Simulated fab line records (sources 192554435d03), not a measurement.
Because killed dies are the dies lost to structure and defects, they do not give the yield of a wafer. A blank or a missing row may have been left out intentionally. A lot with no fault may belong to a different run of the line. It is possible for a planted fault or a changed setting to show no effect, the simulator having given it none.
Split-lot experiment	flow n5Finfet	21 wafers read across 7 lots, on a route 1938 steps long

ON THE SPLIT
At N5_MOL_CONTACT_COAG_CMP_23 (polishes, stops on SiO2, t overpolish 1.5 s, target thk 0 nm), the setting downForcePsi was moved away from the recipe's 2 psi on 9 of the 21 wafers read, by -20.5% to +20.2%. For the rest of the wafers, this setting stayed at what the recipe calls for.

There is no step in the file separating the split from the reading.

THE READING
SiNx_of_GATE_CUT_SAC_CAP_01.thkNm (the simulator's own value, which no gauge read), in nm, at N5_MOL_CONTACT_COAG_WET_ETCH_26 (target Co, target depth 13 nm). The file gives no usual value for it. The 12 wafers here that ran the recipe average 18.2 nm, standard deviation 0.087 nm.

wafer	tool, chamber at the split	downForcePsi as run, psi	against the recipe	SiNx_of_GATE_CUT_SAC_CAP_01.thkNm, nm	against lot-mates on the recipe
L074.1	cmp-03, 1	2.319	+15.9%	18	-0.2
L074.3	cmp-03, 0	2.319	+15.9%	17.8	-0.4
L074.4	cmp-03, 3	2	recipe	18.2	-
L079.1	cmp-03, 3,0	2	recipe	18.2	-
L079.5	cmp-03, 3,0	2	recipe	18.2	-
L079.2	cmp-03, 1	2.405	+20.2%	17.8	-0.4
L084.3	cmp-03, 1	2	recipe	18.2	-
L084.4	cmp-03, 3	2.395	+19.8%	18	-0.2
L084.6	cmp-03, 3	2.395	+19.8%	17.8	-0.4
L087.2	cmp-03, 0	2	recipe	18.2	-
L087.4	cmp-03, 2,0	2	recipe	18.4	-
L087.6	cmp-03, 2,0	2	recipe	18.4	-
L088.2	cmp-02, 2	1.676	-16.2%	18.6	+0.4
L088.5	cmp-02, 0	2	recipe	18.2	-
L088.6	cmp-02, 3	2	recipe	18.2	-
L089.1	cmp-02, 3,2	1.591	-20.5%	18.6	+0.4
L089.2	cmp-02, 1	2	recipe	18.2	-
L089.6	cmp-02, 3,2	1.591	-20.5%	18.8	+0.6
L091.3	cmp-03, 1,2	2	recipe	18.4	-
L091.4	cmp-03, 3	1.851	-7.5%	18.4	+0.1
L091.6	cmp-03, 1,2	2	recipe	18.2	-
Where a row lists several chambers, the file gives one row for several wafers and doesn't say which wafer went through which chamber.

FIT RESULTS
A straight line over all 21 wafers: SiNx_of_GATE_CUT_SAC_CAP_01.thkNm changes by -0.0208 nm for each +1% of downForcePsi; r = -0.94; the points scatter about the line by 0.092 nm.
The same after taking each lot's own level away (the mean of its wafers on the recipe; 21 wafers): -0.0202 nm for each +1%; r = -0.94; scatter 0.086 nm.
That fit puts the effect of the largest move of downForcePsi on the reading at 0.41 nm.
Measured against the standard deviation above, the lots' own levels, which go from 18.20 to 18.33 nm, span 1.5 times it.
Consequently the slope shifts little with the lot-to-lot level, the two slopes agreeing.
Check: +0.445 nm against its lot-mates is what the line predicts for one of the wafers moved furthest among these (-20.5%) when that wafer is left out of the fit. Against them it came out at +0.4 nm.

THESE WAFERS: OTHER SPLITS
These wafers also went through other splits before the reading. Each is held against what the fit with the lots' levels taken away leaves over:
other split on the same wafers	wafers away from the commonest value	r with SiNx_of_GATE_CUT_SAC_CAP_01.thkNm (lot level and that fit taken away)
N5_ZERO_LAYER_EXPOSE_08 doseMj	5	+0.13
N5_ZERO_LAYER_DEVELOP_10 developTimeS	6	-0.15
N5_FIN_SAQP_PEB_14 pebTimeS	9	-0.31
N5_FIN_SAQP_MANDREL_ETCH_22 icpW	6	+0.03
N5_FIN_CUT_COAT_19 spinRpm	8	+0.23
N5_SD_EPI_N_EPI_21 tempC	10	-0.53
N5_SDB_EXPOSE_08 doseMj	11	+0.05
N5_HKMG_FIN_COAT_06 spinRpm	6	-0.09

THE WHOLE CHAIN: every reading that the file lists as answering this split, in the file's order
step	what it does	reading	change (the file's fit)	r (the file's)
N5_MOL_CONTACT_COAG_CMP_23	polishes, stops on SiO2, t overpolish 1.5 s, target thk 0 nm	SiNx_of_GATE_CUT_SAC_CAP_01.thkNm (the simulator's own value, which no gauge read)	-0.0227 nm for each +1% of the setting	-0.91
N5_MOL_CONTACT_COAG_WET_ETCH_26	target Co, target depth 13 nm	SiNx_of_GATE_CUT_SAC_CAP_01.thkNm (the simulator's own value, which no gauge read)	-0.0202 nm for each +1% of the setting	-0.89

FILE'S OWN FIT
SiNx_of_GATE_CUT_SAC_CAP_01.thkNm changes by -0.0202 nm for each +1% of downForcePsi, r = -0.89.
